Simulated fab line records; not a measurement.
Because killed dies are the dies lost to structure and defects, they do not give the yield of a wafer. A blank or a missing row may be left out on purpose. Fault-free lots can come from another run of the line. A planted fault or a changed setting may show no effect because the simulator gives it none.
Split-lot trial / flow n5Finfet / 21 wafers read from 7 lots, route of 1938 steps

## THE SPLIT ITSELF
At N5_BEOL_M14_EXPOSE_07 (exposes mask V13), the setting doseMj was moved away from the recipe's 57 on 10 of the 21 wafers read, by -7.2% to +5.0%. For the rest of the wafers, this setting stayed at what the recipe calls for.

## FROM THE SPLIT TO THE READING: what the file shows between them, 11 steps
- N5_BEOL_M14_PEB_08: peb time 90 s
- N5_BEOL_M14_DEVELOP_09: develop time 45 s
- N5_BEOL_M14_HARDBAKE_14: time 120 s
- N5_BEOL_M14_CD_MEAS_10: target cd 250 nm
- N5_BEOL_M14_DESCUM_15: chemistry O2, time 7.9 s
- N5_BEOL_M14_ETCH_59: etches BARC in N2/H2, target depth 89 nm, overetch 26.7 nm, time 67.9 s
- N5_BEOL_M14_VIA_ETCH_16: etches SiO2 in C4F8/O2/Ar, target depth 1231.3 nm
- N5_BEOL_M14_STRIP_63: strips in O2
- N5_BEOL_M14_STRIP_64: strips in O2
- N5_BEOL_M14_STRIP_71: strips in post etch residue remover, time 60 s
- N5_BEOL_M14_SRD_72: time 30 s, dry time 30 s

## THE READING
cdNm, in nm, at N5_BEOL_M14_CD_MEAS_17 (target cd 250 nm). Typical for fault-free wafers on this fab line: 250.8 nm, with standard deviation 2 nm.

wafer=L076.2; tool, chamber at the split=krfScanner-02, 0; doseMj as run=58.99; against the recipe=+3.5%; cdNm, nm=256.1; against lot-mates on the recipe=+3.3
wafer=L076.4; tool, chamber at the split=krfScanner-02, 0; doseMj as run=57; against the recipe=recipe; cdNm, nm=252.8; against lot-mates on the recipe=-
wafer=L076.6; tool, chamber at the split=krfScanner-02, 0; doseMj as run=58.99; against the recipe=+3.5%; cdNm, nm=257.5; against lot-mates on the recipe=+4.7
wafer=L078.1; tool, chamber at the split=krfScanner-02, 0; doseMj as run=59.86; against the recipe=+5.0%; cdNm, nm=261.5; against lot-mates on the recipe=no lot-mate on the recipe
wafer=L078.3; tool, chamber at the split=krfScanner-02, 0; doseMj as run=59.86; against the recipe=+5.0%; cdNm, nm=257.6; against lot-mates on the recipe=no lot-mate on the recipe
wafer=L078.5; tool, chamber at the split=krfScanner-02, 0; doseMj as run=59.86; against the recipe=+5.0%; cdNm, nm=259.1; against lot-mates on the recipe=no lot-mate on the recipe
wafer=L077.2; tool, chamber at the split=krfScanner-02, 0; doseMj as run=57; against the recipe=recipe; cdNm, nm=253.3; against lot-mates on the recipe=-
wafer=L077.3; tool, chamber at the split=krfScanner-02, 0; doseMj as run=57; against the recipe=recipe; cdNm, nm=249.7; against lot-mates on the recipe=-
wafer=L077.5; tool, chamber at the split=krfScanner-02, 0; doseMj as run=59.16; against the recipe=+3.8%; cdNm, nm=257.0; against lot-mates on the recipe=+5.5
wafer=L079.3; tool, chamber at the split=krfScanner-01, 0; doseMj as run=57; against the recipe=recipe; cdNm, nm=252.7; against lot-mates on the recipe=-
wafer=L079.4; tool, chamber at the split=krfScanner-01, 0; doseMj as run=57; against the recipe=recipe; cdNm, nm=249.6; against lot-mates on the recipe=-
wafer=L079.6; tool, chamber at the split=krfScanner-01, 0; doseMj as run=57; against the recipe=recipe; cdNm, nm=250.9; against lot-mates on the recipe=-
wafer=L083.2; tool, chamber at the split=krfScanner-02, 0; doseMj as run=57; against the recipe=recipe; cdNm, nm=250.6; against lot-mates on the recipe=-
wafer=L083.3; tool, chamber at the split=krfScanner-02, 0; doseMj as run=53.8; against the recipe=-5.6%; cdNm, nm=237.6; against lot-mates on the recipe=-10.0
wafer=L083.6; tool, chamber at the split=krfScanner-02, 0; doseMj as run=57; against the recipe=recipe; cdNm, nm=244.6; against lot-mates on the recipe=-
wafer=L093.2; tool, chamber at the split=krfScanner-01, 0; doseMj as run=58.64; against the recipe=+2.9%; cdNm, nm=253.4; against lot-mates on the recipe=+2.6
wafer=L093.4; tool, chamber at the split=krfScanner-01, 0; doseMj as run=57; against the recipe=recipe; cdNm, nm=248.2; against lot-mates on the recipe=-
wafer=L093.6; tool, chamber at the split=krfScanner-01, 0; doseMj as run=57; against the recipe=recipe; cdNm, nm=253.5; against lot-mates on the recipe=-
wafer=L096.2; tool, chamber at the split=krfScanner-02, 0; doseMj as run=52.92; against the recipe=-7.2%; cdNm, nm=239.5; against lot-mates on the recipe=-12.4
wafer=L096.3; tool, chamber at the split=krfScanner-02, 0; doseMj as run=57; against the recipe=recipe; cdNm, nm=251.9; against lot-mates on the recipe=-
wafer=L096.6; tool, chamber at the split=krfScanner-02, 0; doseMj as run=52.92; against the recipe=-7.2%; cdNm, nm=241.8; against lot-mates on the recipe=-10.1

THE FIT
A straight line over all 21 wafers: cdNm changes by +1.65 nm for each +1% of doseMj; r = +0.93; the points scatter about the line by 2.4 nm.
The same after taking each lot's own level away (the mean of its wafers on the recipe; 18 wafers): +1.5 nm for each +1%; r = +0.94; scatter 1.8 nm.
Per that fit: largest doseMj move, reading shift of 11 nm.
Measured against the standard deviation above, the lots' own levels, which go from 247.60 to 252.80 nm, span 2.6 times it.
In other words, the slope is changed by the lot-to-lot level; the two fits disagree.
Check: -10.5 nm against its lot-mates is what the line predicts for one of the wafers moved furthest among these (-7.2%) when that wafer is left out of the fit. It came out at -12.4 nm against them.

## OTHER SPLITS APPLIED TO THESE WAFERS
Other splits were also applied to these wafers ahead of the reading. Each is held against what the fit with the lots' levels taken away leaves over:
other split on the same wafers=N5_BEOL_M11_TRENCH_ETCH_37 timeS; wafers away from the commonest value=2; r with cdNm (lot level and that fit taken away)=-0.06
other split on the same wafers=N5_BEOL_M11_ALD_74 aldCycles; wafers away from the commonest value=8; r with cdNm (lot level and that fit taken away)=+0.36
other split on the same wafers=N5_BEOL_M12_COAT_22 spinRpm; wafers away from the commonest value=4; r with cdNm (lot level and that fit taken away)=+0.15
other split on the same wafers=N5_BEOL_M14_ILD_DEP_00 timeS; wafers away from the commonest value=3; r with cdNm (lot level and that fit taken away)=-0.30

## THE WHOLE CHAIN: every reading that the file lists as answering this split, in the file's order
step=N5_BEOL_M14_CD_MEAS_10; what it does=target cd 250 nm; reading=cdNm; change (the file's fit)=+1.53 nm for each +1% of the setting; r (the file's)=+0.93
step=N5_BEOL_M14_CD_MEAS_17; what it does=target cd 250 nm; reading=cdNm; change (the file's fit)=+1.52 nm for each +1% of the setting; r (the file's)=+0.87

## THE FILE'S OWN FIT
cdNm changes by +1.52 nm for each +1% of doseMj, r = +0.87.
